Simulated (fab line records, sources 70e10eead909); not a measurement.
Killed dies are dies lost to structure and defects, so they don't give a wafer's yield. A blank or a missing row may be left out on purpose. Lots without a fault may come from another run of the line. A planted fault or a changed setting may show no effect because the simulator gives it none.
Chamber matching | flow nand_harc | NHARC_P_GATE_STRIP_101 on rie_diel-04: 4 sister chambers
The step strips in O2, time 20 s. 16 wafers are shown with their chamber, then 8 later ones without.

WAFERS WITH THEIR CHAMBER
wafer  | chamber | showerhead_plenum_p_Torr (Torr) | drypump_motor_current_A (A) | throttle_valve_pct (%)
L694.1 | 0       | 3.62                            | 5.9                         | 17.037
L694.4 | 0       | 3.62                            | 5.9                         | 17.038
L694.6 | 1       | 3.77                            | 5.5                         | 17.033
L695.1 | 1       | 3.77                            | 5.5                         | 17.025
L695.4 | 2       | 3.51                            | 5.8                         | 17.046
L695.6 | 0       | 3.62                            | 5.8                         | 17.033
L697.1 | 0       | 3.62                            | 5.8                         | 17.047
L697.3 | 1       | 3.77                            | 5.4                         | 17.026
L697.4 | 2       | 3.50                            | 5.8                         | 17.034
L700.3 | 2       | 3.50                            | 5.8                         | 17.038
L700.5 | 0       | 3.61                            | 5.8                         | 17.034
L700.6 | 1       | 3.77                            | 5.5                         | 17.032
L703.1 | 2       | 3.50                            | 5.8                         | 17.031
L703.2 | 0       | 3.61                            | 5.9                         | 17.037
L703.6 | 0       | 3.61                            | 5.8                         | 17.044
L702.1 | 3       | 3.38                            | 5.1                         | 17.027

SIGNATURES (means of the wafers above)
reading                  | chamber 0 | chamber 1 | chamber 2 | chamber 3 | scatter within a chamber
showerhead_plenum_p_Torr | 3.6157    | 3.7700    | 3.5025    | 3.3800    | 0.00453
drypump_motor_current_A  | 5.843     | 5.475     | 5.800     | 5.100     | 0.0453
throttle_valve_pct       | 17.03857  | 17.02900  | 17.03725  | 17.02700  | 0.00528
Rule: a wafer's distance from a chamber is the root of the sum, over the readings, of the square of ((its reading less the chamber's mean) divided by the reading's scatter). The wafer belongs to the nearest chamber; if the next one is less than 2 further off, it can't be placed. The scatter: the root of (the sum of the squares of (reading less its chamber's mean) over the shown wafers, divided by (wafers less chambers)).

WAFERS WITHOUT THEIR CHAMBER
wafer  | showerhead_plenum_p_Torr (Torr) | drypump_motor_current_A (A) | throttle_valve_pct (%)
L702.4 | 3.61                            | 5.9                         | 17.031
L702.6 | 3.50                            | 5.9                         | 17.063
L708.1 | 3.50                            | 5.9                         | 17.045
L708.5 | 3.61                            | 5.8                         | 17.039
L708.6 | 3.38                            | 5.1                         | 17.038
L712.2 | 3.76                            | 5.5                         | 17.041
L712.4 | 3.49                            | 5.8                         | 17.038
L712.5 | 3.76                            | 5.5                         | 17.027

WHICH CHAMBER EACH WENT THROUGH
wafer  | from the rows above | in truth
L702.4 | 0                   | 0
L702.6 | 2                   | 2
L708.1 | 2                   | 2
L708.5 | 0                   | 0
L708.6 | 3                   | 3
L712.2 | 1                   | 1
L712.4 | 2                   | 2
L712.5 | 1                   | 1
Placed correctly: 8 of 8. Can't be placed from these rows: 0. Placed wrongly: 0.
